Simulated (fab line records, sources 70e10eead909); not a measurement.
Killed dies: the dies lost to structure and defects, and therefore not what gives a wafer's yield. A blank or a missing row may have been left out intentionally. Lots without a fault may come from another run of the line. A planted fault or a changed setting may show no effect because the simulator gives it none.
Comparing a struck lot with a sound one / flow nand_harc / 16 out of 1159 route steps
Sound: the wafers L466.1, L466.5, L466.6. Wafers L478.1, L478.4, L478.5 were the ones struck. Last of all comes the cause.
Per side, at each step with rows, come the tool, then ch with its chambers, and then its first start. Under that, the readings that differ: sound wafers / struck wafers / difference of the means / sigmas: that difference in standard deviations of wafers without a fault.
alike: readings with means less than 2 such deviations apart, plus words and numbers identical on both sides. not compared: withheld readings, readings lacking a value on some wafer, bounds such as >300 that could conceal the same value, and numbers that have no deviation in the record and whose values overlap.
A row with sigmas, a row that says differs or no value, or rows on one side alone: a step with any of these is where the two part. When numbers do not overlap yet have no deviation, they are printed without sigmas and do not part them. A reading that every wafer of one side lacks parts them only if that side has two wafers or more.

NHARC_A_WL_FILL_INSPECT_15:
  struck on defect_inspect-01, day 20 16:50; sound on defect_inspect-02, day 17 12:29
  alike: raw_defect_count
NHARC_A_CONTACT_DEP_24: deposits SiO2, target thk 500 nm.
  sound on pecvd-01 ch 0,1, day 17 12:33; struck on pecvd-03 ch 0,1, day 20 16:55
  alike: heater_power_w, throttle_valve_pct
NHARC_A_CONTACT_DEP_28: deposits aC, target thk 3600 nm.
  sound on acl_dep-01 ch 0, day 17 16:00; struck on acl_dep-01 ch 0, day 20 17:31
  alike: throttle_valve_pct
NHARC_A_CONTACT_DEP_29: deposits SiON, target thk 70 nm.
  sound on pecvd-01 ch 1,2, day 17 18:17; struck on pecvd-02 ch 0,1,2, day 20 19:48
  alike: heater_power_w
then, 7 steps without rows for these wafers: NHARC_A_CONTACT_DEHYDRATE_32 (time 120 s); NHARC_A_CONTACT_HMDS_33 (time 30 s); NHARC_A_CONTACT_COAT_34 (time 75 s); NHARC_A_CONTACT_COAT_35 (time 65 s); NHARC_A_CONTACT_COAT_36 (resist thk 90 nm); NHARC_A_CONTACT_SOFTBAKE_37 (time 55 s); NHARC_A_CONTACT_EBR_38.
NHARC_A_CONTACT_EXPOSE_39: exposes mask A CC 3.
  sound on arfi_scanner-03 ch 0, day 17 18:42; struck on arfi_scanner-03 ch 0, day 20 20:21
reading=exposure_dose_mJ_cm2; sound=58.75 58.71 58.78; struck=75.68 75.62 75.66; difference=+16.91; sigmas=+99 or more
  alike: mask, reticle_temp_C, stage_vel_mm_s
then, 2 steps without rows for these wafers: NHARC_A_CONTACT_PEB_40 (peb time 65 s); NHARC_A_CONTACT_DEVELOP_41 (develop time 35 s).
NHARC_A_CONTACT_CD_MEAS_42 targets a cd of 200 nm.
  sound on cd_sem-03 ch 0, day 17 18:50; struck on cd_sem-02 ch 0, day 20 20:29
reading=cd_nm (nm); sound=200.3 199.4 199.2; struck=212.9 212.8 213.2; difference=+13.3; sigmas=+21
NHARC_A_CONTACT_OVL_MEAS_43:
  struck on overlay-02, day 20 20:35; sound on overlay-01, day 17 18:55
reading=overlay_y_nm (nm); sound=1.0 0.4 1.2; struck=-1.6 -2.4 -2.0; difference=-2.9; sigmas=-3
  alike: overlay_x_nm

## WHERE THEY PART
Last at NHARC_A_CONTACT_OVL_MEAS_43 as far as this record goes, first at NHARC_A_CONTACT_EXPOSE_39.

WHY: whatever the simulator had introduced
Process parameters drifting: arfi_scanner-03 at NHARC_A_CONTACT_EXPOSE_39, beginning at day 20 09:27. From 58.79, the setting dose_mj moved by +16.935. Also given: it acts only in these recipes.
